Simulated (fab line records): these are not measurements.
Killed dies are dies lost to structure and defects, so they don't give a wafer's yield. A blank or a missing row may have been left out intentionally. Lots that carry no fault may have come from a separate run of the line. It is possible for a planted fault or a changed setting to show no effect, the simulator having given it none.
Which tool was responsible? -- flow n5_finfet -- 11 lots with 32 wafers sampled at 3 steps, on a route of 1938 steps

WHAT THE GAUGES READ, wafer by wafer
N5_PASSIVATION_CD_MEAS_44 targets a cd of 40000 nm.
lot,measured,on,cd_nm (nm)
L809,day 11 22:12,cd_sem-03,40001 40003 39996
L810,day 12 09:40,cd_sem-01,39999 40002 40000
L811,day 12 20:28,cd_sem-02,40002 39998 40005
L812,day 13 04:08,cd_sem-03,40000 39997 40003
L820,day 15 06:51,cd_sem-03,40003 40001 40003
L822,day 15 11:40,cd_sem-03,40005 40003 40002
L821,day 15 12:27,cd_sem-02,40001 40002 40006
L825,day 16 17:29,cd_sem-02,40001 40000 40004
L829,day 18 13:15,cd_sem-01,39996 40000 40003
L830,day 18 13:32,cd_sem-03,40002 40004
L832,day 19 03:50,cd_sem-01,40002 40004 40003

WHAT TOOL EACH LOT RAN ON (gives the tool, then ch and the chambers of the sampled wafers, and finally the start)
lot,N5_PASSIVATION_VIA_ETCH_13,N5_PASSIVATION_ETCH_59
L809,"rie_diel-01 ch 0,2,3, day 11 18:00","rie_metal-03 ch 1, day 11 20:48"
L810,"rie_diel-01 ch 0,2, day 12 05:43","rie_metal-03 ch 1, day 12 08:24"
L811,"rie_diel-02 ch 0,1, day 12 17:08","rie_metal-03 ch 0,1, day 12 19:10"
L812,"rie_diel-02 ch 0,2,3, day 13 00:17","rie_metal-01 ch 0,1, day 13 02:50"
L820,"rie_diel-02 ch 0,1, day 15 03:55","rie_metal-02 ch 0,1, day 15 05:35"
L822,"rie_diel-06 ch 0,1,3, day 15 08:19","rie_metal-02 ch 0,1, day 15 10:26"
L821,"rie_diel-06 ch 1,3, day 15 08:47","rie_metal-01 ch 0,1, day 15 11:10"
L825,"rie_diel-01 ch 0,2,3, day 16 14:02","rie_metal-01 ch 0,1, day 16 16:12"
L829,"rie_diel-01 ch 1,2, day 18 10:04","rie_metal-01 ch 0,1, day 18 11:56"
L830,"rie_diel-06 ch 0,1, day 18 10:18","rie_metal-03 ch 1, day 18 12:10"
L832,"rie_diel-01 ch 0,1, day 19 00:40","rie_metal-02 ch 0,1, day 19 02:38"
- N5_PASSIVATION_VIA_ETCH_13: etches SiO2 in CHF3/O2, target depth 660 nm, time 330 s.
- N5_PASSIVATION_ETCH_59: etches TaN in Cl2/BCl3, target depth 65 nm, time 34.9 s.

THE ANSWER, worked out from the rows above alone
Rule: usual is defined by the lots themselves. Put in order of their means at a reading, lots are off if they are a third of the lots or fewer, leave a main group of 4 or more, and stand apart from it by a gap of 3 or more times the standard deviation of the main group's means; of several such gaps the widest counts. A main group whose means are all the same, to the digits that the tables above print for the reading, isn't used. Also off: a lot with no number at a reading for which 4 or more lots have one. Where the step has rows for the other lots, those lots are counted as sound.
No lot is off on any of the readings shown, so nothing can be concluded from this.

WHAT THE SIMULATOR HAD PUT IN
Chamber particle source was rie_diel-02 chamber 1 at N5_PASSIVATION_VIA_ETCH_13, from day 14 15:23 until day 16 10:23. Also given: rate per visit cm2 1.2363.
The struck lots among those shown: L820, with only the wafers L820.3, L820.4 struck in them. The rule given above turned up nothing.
